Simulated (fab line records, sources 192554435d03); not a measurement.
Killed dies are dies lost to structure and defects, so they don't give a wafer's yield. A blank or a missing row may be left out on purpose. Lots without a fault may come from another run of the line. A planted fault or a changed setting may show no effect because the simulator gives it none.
Split-lot experiment | flow n5_finfet | 7 lots, 39 wafers read, on a route of 1938 steps

THE SPLIT
At N5_BEOL_M14_ETCH_68 (etches SOC in N2/H2, time 450 s), the setting target_depth_a was moved away from the recipe's 9000 angstrom on 15 of the 39 wafers read, by -56.4% to +48.8%. The other wafers ran this setting at the recipe's value.

The reading is taken at the split's own step.

THE READING
SiARC_of_BEOL_M14_COAT_66.thk_nm (the simulator's own value, which no gauge read), in nm, at N5_BEOL_M14_ETCH_68 (etches SOC in N2/H2, time 450 s). The file gives no usual value for it. The 24 wafers here that ran the recipe average 64.8 nm, standard deviation 0.55 nm.

wafer  | tool, chamber at the split | target_depth_a as run, angstrom | against the recipe | SiARC_of_BEOL_M14_COAT_66.thk_nm, nm | against lot-mates on the recipe
L078.1 | rie_diel-05, 0,1           | 9000                            | recipe             | 65.6                                 | -
L078.2 | rie_diel-05, 0,1           | 9000                            | recipe             | 65.6                                 | -
L078.4 | rie_diel-05, 3             | 9000                            | recipe             | 65.8                                 | -
L076.1 | rie_diel-03, 0             | 13390                           | +48.8%             | 41                                   | -23.5
L076.2 | rie_diel-03, 2             | 9000                            | recipe             | 64.2                                 | -
L076.3 | rie_diel-03, 3             | 9000                            | recipe             | 64.6                                 | -
L076.5 | rie_diel-03, 3             | 9000                            | recipe             | 64.6                                 | -
L076.4 | rie_diel-03, 1,2           | 13390                           | +48.8%             | 42                                   | -22.5
L076.6 | rie_diel-03, 1,2           | 13390                           | +48.8%             | 42                                   | -22.5
L080.1 | rie_diel-05, 1             | 7183                            | -20.2%             | 75                                   | +9.6
L080.2 | rie_diel-05, 3             | 9000                            | recipe             | 66                                   | -
L080.3 | rie_diel-05, 2             | 7183                            | -20.2%             | 73.6                                 | +8.2
L080.4 | rie_diel-05, 0             | 7183                            | -20.2%             | 74.6                                 | +9.2
L080.5 | rie_diel-05, 2             | 9000                            | recipe             | 65                                   | -
L080.6 | rie_diel-05, 1             | 9000                            | recipe             | 65.2                                 | -
L083.1 | rie_diel-01, 2             | 9000                            | recipe             | 64.6                                 | -
L083.2 | rie_diel-01, 1             | 9000                            | recipe             | 64.4                                 | -
L083.3 | rie_diel-01, 3             | 9000                            | recipe             | 64.8                                 | -
L083.4 | rie_diel-01, 3,1           | 9000                            | recipe             | 64.2                                 | -
L083.6 | rie_diel-01, 3,1           | 9000                            | recipe             | 64.2                                 | -
L083.5 | rie_diel-01, 2             | 9000                            | recipe             | 65                                   | -
L088.1 | rie_diel-03, 3             | 12440                           | +38.2%             | 48                                   | -16.7
L088.2 | rie_diel-03, 1,2           | 9000                            | recipe             | 64.8                                 | -
L088.6 | rie_diel-03, 1,2           | 9000                            | recipe             | 64.8                                 | -
L088.3 | rie_diel-03, 2             | 12440                           | +38.2%             | 47                                   | -17.7
L088.4 | rie_diel-03, 0             | 9000                            | recipe             | 64.4                                 | -
L088.5 | rie_diel-03, 3             | 12440                           | +38.2%             | 48.2                                 | -16.5
L089.1 | rie_diel-03, 1             | 3920                            | -56.4%             | 90.8                                 | +25.9
L089.2 | rie_diel-03, 3             | 9000                            | recipe             | 64.8                                 | -
L089.3 | rie_diel-03, 0             | 9000                            | recipe             | 64.6                                 | -
L089.4 | rie_diel-03, 2,0           | 3920                            | -56.4%             | 90.6                                 | +25.7
L089.6 | rie_diel-03, 2,0           | 3920                            | -56.4%             | 90.6                                 | +25.7
L089.5 | rie_diel-03, 3             | 9000                            | recipe             | 65.4                                 | -
L093.1 | rie_diel-01, 0             | 4749                            | -47.2%             | 86                                   | +21.9
L093.2 | rie_diel-01, 1             | 4749                            | -47.2%             | 85.4                                 | +21.3
L093.3 | rie_diel-01, 3             | 9000                            | recipe             | 64                                   | -
L093.4 | rie_diel-01, 2,0           | 9000                            | recipe             | 64.2                                 | -
L093.6 | rie_diel-01, 2,0           | 9000                            | recipe             | 64.2                                 | -
L093.5 | rie_diel-01, 1             | 4749                            | -47.2%             | 85.8                                 | +21.7
Where a row lists several chambers, the file gives one row for several wafers and doesn't say which wafer went through which chamber.

THE FIT
A straight line over all 39 wafers: SiARC_of_BEOL_M14_COAT_66.thk_nm changes by -0.458 nm for each +1% of target_depth_a; r = -1.00; the points scatter about the line by 0.62 nm.
The same after taking each lot's own level away (the mean of its wafers on the recipe; 39 wafers): -0.457 nm for each +1%; r = -1.00; scatter 0.41 nm.
On that fit, the largest move of target_depth_a shifts the reading by 26 nm.
The lots' own levels span 64.13 to 65.67 nm, that is 2.8 times the standard deviation above.
So the lot-to-lot level changes the slope little: the two slopes agree.
Check: with one of the wafers moved furthest among these (-56.4%) left out of the fit, the line predicts +25.7 nm for it against its lot-mates. It came out at +25.9 nm against them.

OTHER SPLITS ON THESE WAFERS
These wafers also went through other splits before the reading. Each is held against what the fit with the lots' levels taken away leaves over:
other split on the same wafers   | wafers away from the commonest value | r with SiARC_of_BEOL_M14_COAT_66.thk_nm (lot level and that fit taken away)
N5_BEOL_M8_TRENCH_ETCH_37 time_s | 18                                   | -0.08

THE FILE'S OWN FIT
SiARC_of_BEOL_M14_COAT_66.thk_nm changes by -0.457 nm for each +1% of target_depth_a, r = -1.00.
